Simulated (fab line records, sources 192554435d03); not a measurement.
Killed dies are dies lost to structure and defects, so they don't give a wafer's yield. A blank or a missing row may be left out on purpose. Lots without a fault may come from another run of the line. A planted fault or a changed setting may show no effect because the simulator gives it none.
fab line records | flow n5_finfet
record lots=11 wafers=33 last_day=20
route steps=1938 shown GATE_CUT@500 MIM_TOP@1838 MIM_BOT_LITHO@1865 MIM_BOT_ETCH@1867 PASSIVATION@1936
lots that met no fault: from a run of the same line without faults
start_h: hours from the record's first day to the start of the lot's first wafer shown | wait_h: hours since the lot's step before | " the same as in the row above | L1.1+2: a row that stands for several wafers | - no value, or no start given | * or withheld: withheld | < > ~ a bound
route shown NAME@n: a module of which the file shows steps, and the number in the route of the first | usual: mean/standard deviation of fault-free wafers | same: alike in all rows | chamber/n: place in a boat | sites: the reading at each site | _std_site: their standard deviation | _edge_site: outer sites' mean less inner sites' | radius_mm: how far each site lies from the wafer's centre | mask NAME#n: copy n | behind: the tool/chamber that last shaped the wafer | hold: why the lot was held/for how many hours/how that ended | device: the transistor (n, p or np) that didn't switch | end of line: the same wafers' tests at the end of the route | a step without rows: its recipe alone | killed: dies lost to structure and defects at the first sort, not the wafer's yield | map: a wafer's dies, x killed, . not, _ none there
set.NAME: the setting as run; set.NAME@STEP: as run at that earlier step | model.NAME: the simulator's own value behind a step, which no gauge read
steps of the route over a sample of lots; a table a step, a row a wafer
services: from which hour (start_h, from the record's first day; less than 0 if before it) a tool's chamber was out of use, for how many hours, and why
## steps
# step N5_GATE_CUT_CUT_ETCH_53
# recipe chemistry=SF6/Cl2 target=W mask_material=SiO2 target_depth_a=792 pressure_mtorr=8 icp_w=900 bias_w=80 SF6_flow_sccm=40 Cl2_flow_sccm=60 ends=cleared
# usual drypump_motor_current_A=6.1/0.41 etch_rf_on_time_s=26.13/0.3 oes_product_au=0.73/0.089 throttle_valve_pct=28.90/0.1
# columns lot.wafer tool chamber start_h wait_h drypump_motor_current_A etch_rf_on_time_s oes_product_au rf_hours_counter_h throttle_valve_pct
L610.2 rie_metal-03 0 92.02 0.1 5.7 25.72 0.79 14 28.88
L610.4 " 0 " " 5.7 25.87 0.79 - 28.87
L610.6 " 0 " " 5.6 25.92 0.79 - 28.88
L611.1 rie_metal-03 0 94.82 0.1 5.7 26.07 0.78 15 28.89
L611.4 " 0 " " 5.7 26.21 0.78 - 28.88
L611.6 " 1 " " 6.5 26.69 0.55 - 29.08
L612.1 rie_metal-03 0 106.48 0.1 5.7 26.16 0.78 16 28.88
L612.2 " 1 " " 6.5 26.61 0.55 129 29.08
L612.5 " 1 " " 6.6 26.55 0.55 - 29.06
L614.1 rie_metal-01 1 114.67 0.1 6.5 25.91 0.74 39 28.90
L614.2 " 1 " " 6.5 25.70 0.74 - 28.87
L614.6 " 1 " " 6.5 25.84 0.73 - 28.89
L616.1 rie_metal-03 0 127.68 0.1 5.7 26.25 0.77 19 28.89
L616.3 " 1 " " 6.6 26.66 0.55 - 29.09
L616.4 " 0 " " 5.7 26.27 0.77 - 28.88
L617.3 rie_metal-01 0 131.02 0.1 6.1 26.59 0.73 - 28.69
L617.5 " 0 " " 6.1 26.28 0.74 - 28.67
L617.6 " 1 " " 6.6 25.84 0.73 - 28.88
L618.1 rie_metal-03 0 144.72 0.1 5.7 25.92 0.78 19 28.89
L618.5 " 0 " " 5.7 25.74 0.78 - 28.87
L618.6 " 1 " " 6.5 25.98 0.56 - 29.07
L619.3 rie_metal-03 1 157.97 0.1 6.5 26.38 0.55 - 29.07
L619.5 " 0 " " 5.7 25.82 0.76 - 28.89
L619.6 " 1 " " 6.5 26.43 0.55 - 29.07
L630.1 rie_metal-03 0 221.32 0.1 5.7 26.05 0.73 30 28.90
L630.4 " 1 " " 6.6 25.90 0.85 - 28.90
L630.6 " 0 " " 5.7 26.14 0.73 - 28.90
L629.1 rie_metal-03 0 227.09 0.1 5.7 26.25 0.73 31 28.91
L629.2 " 1 " " 6.5 26.25 0.83 5 28.92
L629.6 " 1 " " 6.5 26.11 0.84 - 28.90
L631.1 rie_metal-01 1 227.44 0.1 6.5 25.88 0.71 47 28.90
L631.3 " 0 " " 6.1 26.59 0.71 - 28.71
L631.6 " 1 " " 6.5 25.85 0.72 - 28.90
# step N5_MIM_TOP_SPUTTER_03
# recipe material=TiN target_thk_a=350 temp_c=200 power_w=3000 chamber_pressure_pa=0.49996 gas=Ar reactive_partial_pa=0.37997 time_s=89.7
# usual throttle_valve_pct=29.9/0.93
# columns lot.wafer tool chamber start_h wait_h throttle_valve_pct
L610.2 pvd_sputter-02 - 329.83 0.0 30.4
L610.4 " - " " 30.8
L610.6 " - " " 30.3
L611.1 pvd_sputter-01 - 335.45 0.0 30.5
L611.4 " - " " 30.3
L611.6 " - " " 28.9
L612.1 pvd_sputter-01 - 343.85 0.0 28.5
L612.2 " - " " 30.1
L612.5 " - " " 30.5
L616.1 pvd_sputter-03 - 364.27 0.0 31.0
L616.3 " - " " 30.2
L616.4 " - " " 29.1
L618.1 pvd_sputter-03 - 369.30 0.0 30.9
L618.5 " - " " 31.2
L618.6 " - " " 30.7
L617.3 pvd_sputter-01 - 376.15 0.0 30.6
L617.5 " - " " 30.3
L617.6 " - " " 28.7
L619.3 pvd_sputter-02 - 388.55 0.0 30.7
L619.5 " - " " 30.0
L619.6 " - " " 30.3
L631.1 pvd_sputter-01 - 451.57 0.0 30.5
L631.3 " - " " 29.9
L631.6 " - " " 30.2
L614.1 pvd_sputter-02 - 451.58 0.0 30.6
L614.2 " - " " 30.4
L614.6 " - " " 27.2
L629.1 pvd_sputter-02 - 466.71 0.0 30.0
L629.2 " - " " 30.0
L629.6 " - " " 29.9
L630.1 pvd_sputter-01 - 470.87 0.0 29.0
L630.4 " - " " 29.9
L630.6 " - " " 28.6
# step N5_MIM_BOT_LITHO_DESCUM_10
# recipe chemistry=O2 time_s=7.9 source_power_w=50 bias_power_w=20 pressure_mtorr=20 rf_frequency_hz=2.712e+07 temp_c=40 o2_flow_sccm=225
# usual drypump_motor_current_A=5.8/0.44 oes_product_au=0.82/0.1 rf_vpp_V=243.0/1.1 showerhead_plenum_p_Torr=2.08/0.038 throttle_valve_pct=20.32/0.22
# columns lot.wafer tool chamber start_h wait_h drypump_motor_current_A oes_product_au rf_hours_counter_h rf_vpp_V showerhead_plenum_p_Torr throttle_valve_pct
L610.2 rie_diel-04 0 331.31 0.0 6.0 0.90 23 241.7 2.05 20.05
L610.4 " 3 " " 5.3 0.93 16 242.9 2.13 20.24
L610.6 " 2 " " 6.2 0.70 - 242.4 2.07 20.53
L611.1 rie_diel-04 2 337.14 0.0 6.2 0.69 242 241.3 2.07 20.53
L611.4 " 0 " " 6.0 0.88 26 242.6 2.05 20.03
L611.6 " 2 " " 6.2 0.69 - 243.4 2.07 20.53
L612.1 rie_diel-05 3 348.68 0.0 5.5 0.69 231 244.5 2.15 20.41
L612.2 " 0 " " 6.1 0.70 192 243.0 2.08 20.56
L612.5 " 1 " " 6.3 0.80 - 242.6 2.03 20.24
L616.1 rie_diel-02 1 365.74 0.0 5.7 0.68 248 242.5 2.05 20.57
L616.3 " 0 " " 6.2 0.76 133 242.8 2.10 20.48
L616.4 " 3 " " 5.8 0.89 - 243.3 2.12 20.23
L618.1 rie_diel-04 0 370.66 0.1 6.0 0.86 39 242.6 2.04 20.05
L618.5 " 3 " " 5.3 0.89 - 244.3 2.13 20.28
L618.6 " 0 " " 6.0 0.86 - 243.4 2.04 20.06
L617.3 rie_diel-02 1 377.73 0.0 5.7 0.69 254 242.3 2.05 20.59
L617.5 " 3 " " 5.8 0.90 - 244.2 2.12 20.23
L617.6 " 0 " " 6.3 0.78 - 244.4 2.10 20.50
L619.3 rie_diel-02 0 389.90 0.0 6.2 0.77 143 242.7 2.10 20.49
L619.5 " 0 " " 6.2 0.76 - 243.2 2.10 20.50
L619.6 " 2 " " 4.9 0.67 - 243.4 2.06 20.77
L631.1 rie_diel-02 0 453.16 0.0 6.2 0.75 169 242.7 2.09 20.53
L631.3 " 2 " " 4.9 1.01 1 241.9 2.06 20.44
L631.6 " 2 " " 4.9 0.99 - 241.7 2.06 20.46
L614.1 rie_diel-02 3 453.31 0.0 5.8 0.83 71 245.2 2.11 20.27
L614.2 " 1 " " 5.7 0.94 13 244.2 2.04 20.15
L614.6 " 1 " " 5.7 0.93 - 243.6 2.04 20.15
L629.1 rie_diel-05 1 468.53 0.2 6.3 0.75 149 242.2 2.01 20.31
L629.2 " 2 " " 5.7 0.87 45 242.5 2.05 20.01
L629.6 " 3 " " 5.5 0.93 - 243.5 2.13 20.13
L630.1 rie_diel-02 3 472.47 0.2 5.9 0.84 73 244.5 2.11 20.28
L630.4 " 2 " " 4.9 0.99 3 243.2 2.06 20.45
L630.6 " 1 " " 5.7 0.94 - 242.9 2.04 20.15
# step N5_MIM_BOT_ETCH_ETCH_03
# recipe chemistry=Cl2/BCl3 target_depth_a=120 pressure_mtorr=8 icp_w=800 bias_w=100 Cl2_flow_sccm=20 bcl3_flow_sccm=80
# usual drypump_motor_current_A=6.2/0.39 oes_product_au=0.79/0.045 throttle_valve_pct=27.52/0.086
# columns lot.wafer tool chamber start_h wait_h drypump_motor_current_A oes_product_au rf_hours_counter_h throttle_valve_pct
L610.2 rie_metal-03 1 331.46 0.1 6.6 0.88 13 27.59
L610.4 " 0 " " 5.6 0.78 - 27.46
L610.6 " 0 " " 5.6 0.78 - 27.44
L611.1 rie_metal-01 1 337.29 0.1 6.5 0.78 56 27.58
L611.4 " 0 " " 6.1 0.76 - 27.42
L611.6 " 1 " " 6.6 0.77 - 27.57
L612.1 rie_metal-01 1 348.83 0.1 6.5 0.77 57 27.55
L612.2 " 0 " " 6.1 0.77 45 27.42
L612.5 " 0 " " 6.1 0.76 - 27.44
L616.1 rie_metal-02 1 365.89 0.1 5.5 0.85 21 27.63
L616.3 " 1 " " 5.6 0.84 - 27.60
L616.4 " 0 " " 6.5 0.84 - 27.40
L618.1 rie_metal-03 1 370.81 0.1 6.5 0.86 16 27.62
L618.5 " 1 " " 6.6 0.85 - 27.62
L618.6 " 0 " " 5.6 0.78 - 27.45
L617.3 rie_metal-01 0 377.91 0.1 6.1 0.76 - 27.43
L617.5 " 0 " " 6.1 0.76 - 27.44
L617.6 " 1 " " 6.5 0.76 - 27.60
L619.3 rie_metal-02 0 390.08 0.1 6.5 0.82 - 27.40
L619.5 " 1 " " 5.5 0.83 - 27.62
L619.6 " 0 " " 6.4 0.83 - 27.40
L631.1 rie_metal-03 0 453.31 0.1 5.7 0.76 48 27.47
L631.3 " 1 " " 6.6 0.84 - 27.62
L631.6 " 1 " " 6.5 0.84 - 27.60
L614.1 rie_metal-01 0 453.47 0.1 6.1 0.73 55 27.44
L614.2 " 1 " " 6.5 0.74 67 27.59
L614.6 " 0 " " 6.1 0.74 - 27.44
L629.1 rie_metal-03 1 468.70 0.1 6.6 0.83 23 27.62
L629.2 " 0 " " 5.7 0.75 50 27.48
L629.6 " 1 " " 6.6 0.83 - 27.60
L630.1 rie_metal-01 0 472.63 0.1 6.1 0.74 57 27.45
L630.4 " 1 " " 6.5 0.74 - 27.59
L630.6 " 1 " " 6.5 0.73 - 27.58
# step N5_PASSIVATION_PROBE_49
# usual killed_at_M0_to_M3=37/12 killed_at_M4_up=15/5.6 killed_at_contacts=13/6.9 killed_at_front_end=40/11 killed_at_other=4/3.2 killed_dies=109/20 killed_open=73/15 killed_short=35/8.3
# same gross_dies=1180 killed_at_back_side=0
# columns lot.wafer tool chamber start_h wait_h killed_at_M0_to_M3 killed_at_M4_up killed_at_contacts killed_at_front_end killed_at_other killed_dies killed_open killed_short
L629.1 prober-02 - 478.44 0.0 33 16 16 150 5 220 73 38
L629.2 prober-02 - 478.49 0.1 30 20 18 130 4 202 83 31
L629.6 prober-02 - 478.69 0.3 19 16 9 127 8 179 63 29
L630.1 prober-02 - 482.32 0.0 45 17 7 153 2 224 82 34
L630.4 prober-02 - 482.47 0.2 28 18 12 130 4 192 70 34
L630.6 prober-02 - 482.57 0.3 27 9 8 141 4 189 57 21
# killed by level:class
L629.1 GATE_CUT:unspecified=106 MOL_CONTACT_COAG:geometric_particle:open=11 FIN_SAQP:geometric_particle:short=9 STI_FIN_REVEAL:geometric_particle:open=8 FIN_SAQP:geometric_particle:open=7 BEOL_M3:geometric_particle:open=7 BEOL_M0_SAQP:geometric_particle:open=6 BEOL_M0_SAQP:geometric_particle:short=6
L629.2 GATE_CUT:unspecified=87 STI_FIN_REVEAL:geometric_particle:open=16 MOL_CONTACT_COAG:geometric_particle:open=14 BEOL_M2:geometric_particle:open=9 BEOL_M4:geometric_particle:open=7 BEOL_M3:geometric_particle:open=6 FIN_SAQP:geometric_particle:short=5 ILD0:geometric_particle:open=5
L629.6 GATE_CUT:unspecified=86 STI_FIN_REVEAL:geometric_particle:open=10 BEOL_M4:geometric_particle:open=10 MOL_CONTACT_COAG:geometric_particle:open=8 BEOL_M1:geometric_particle:open=8 FIN_SAQP:geometric_particle:open=5 FIN_SAQP:geometric_particle:short=5 STI_FIN_REVEAL:geometric_particle:short=5
L630.1 GATE_CUT:unspecified=106 BEOL_M0_SAQP:geometric_particle:short=13 BEOL_M3:geometric_particle:open=11 STI_FIN_REVEAL:geometric_particle:open=8 BEOL_M0_SAQP:geometric_particle:open=8 GATE_CUT:geometric_particle:short=7 GATE_CUT:geometric_particle:open=7 BEOL_M0:geometric_particle:open=7
L630.4 GATE_CUT:unspecified=86 FIN_SAQP:geometric_particle:open=9 DUMMY_GATE:geometric_particle:open=9 MOL_CONTACT_COAG:geometric_particle:open=9 BEOL_M4:geometric_particle:open=6 BEOL_M0_SAQP:geometric_particle:short=6 STI_FIN_REVEAL:geometric_particle:open=5 BEOL_M1:geometric_particle:open=5
L630.6 GATE_CUT:unspecified=109 MOL_CONTACT_COAG:geometric_particle:open=7 FIN_SAQP:geometric_particle:open=6 STI_FIN_REVEAL:geometric_particle:open=6 BEOL_M3:geometric_particle:open=6 BEOL_M0:geometric_particle:open=5 BEOL_M0_SAQP:geometric_particle:open=4 BEOL_M0_SAQP:geometric_particle:short=4
## services
# columns tool chamber start_h hours kind
rie_diel-02 - 71.96 1.9 repair
pvd_sputter-02 - 84.23 21.7 repair
rie_diel-02 - 91.19 4.7 repair
rie_metal-03 1 99.45 4.7 repair
pvd_sputter-01 - 106.85 4.6 repair
rie_metal-01 - 123.27 0.9 repair
rie_diel-04 1 137.43 26.9 repair
rie_metal-01 1 139.17 8.5 repair
rie_diel-04 - 140.31 15.6 pm
pvd_sputter-02 - 143.09 2.5 repair
rie_diel-02 - 187.57 0.5 repair
rie_diel-02 1 217.15 5.2 repair
rie_metal-01 - 279.51 0.5 repair
rie_metal-01 1 294.19 6.5 repair
rie_diel-02 2 303.28 3.9 repair
rie_diel-02 2 364.20 19.8 repair
rie_metal-03 - 364.79 1.1 repair
rie_metal-03 - 379.61 10.0 pm
rie_diel-02 1 387.70 4.1 repair
rie_diel-02 - 419.96 0.5 repair
rie_diel-02 - 438.94 0.8 repair
rie_diel-02 1 453.70 15.3 repair
rie_diel-02 - 455.48 15.6 pm
pvd_sputter-02 - 455.79 2.5 repair
## key
first_sign step=N5_PASSIVATION_PROBE_49 reading=killed_at_front_end direction=up sigmas=8.6 usual=40 struck=138
effect step=N5_PASSIVATION_PROBE_49 reading=killed_dies direction=up sigmas=4.7 usual=109 struck=201
more_kills_born_at N5_GATE_CUT_CUT_ETCH_53@rie_metal-03=580
met_at N5_GATE_CUT_CUT_ETCH_53
struck_lots L629,L630
tester_left_out L629,L630
not_acting_at N5_MIM_TOP_SPUTTER_03,N5_MIM_BOT_LITHO_DESCUM_10,N5_MIM_BOT_ETCH_ETCH_03
onset_between 157.97 221.32
also_fits time
fault kind=chamber_particle_source tool=rie_metal-03 chamber=- onset_h=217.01 steps=N5_GATE_CUT_CUT_ETCH_53 rate_per_visit_cm2=0.52248 end_h=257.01
# tester_left_out: of these lots the tester's yield and bins aren't shown, on N5 and GAA mostly nor the transistor test; their killed dies are dies lost to structure and defects alone, not to doping, threshold or leakage, so they don't give the yield
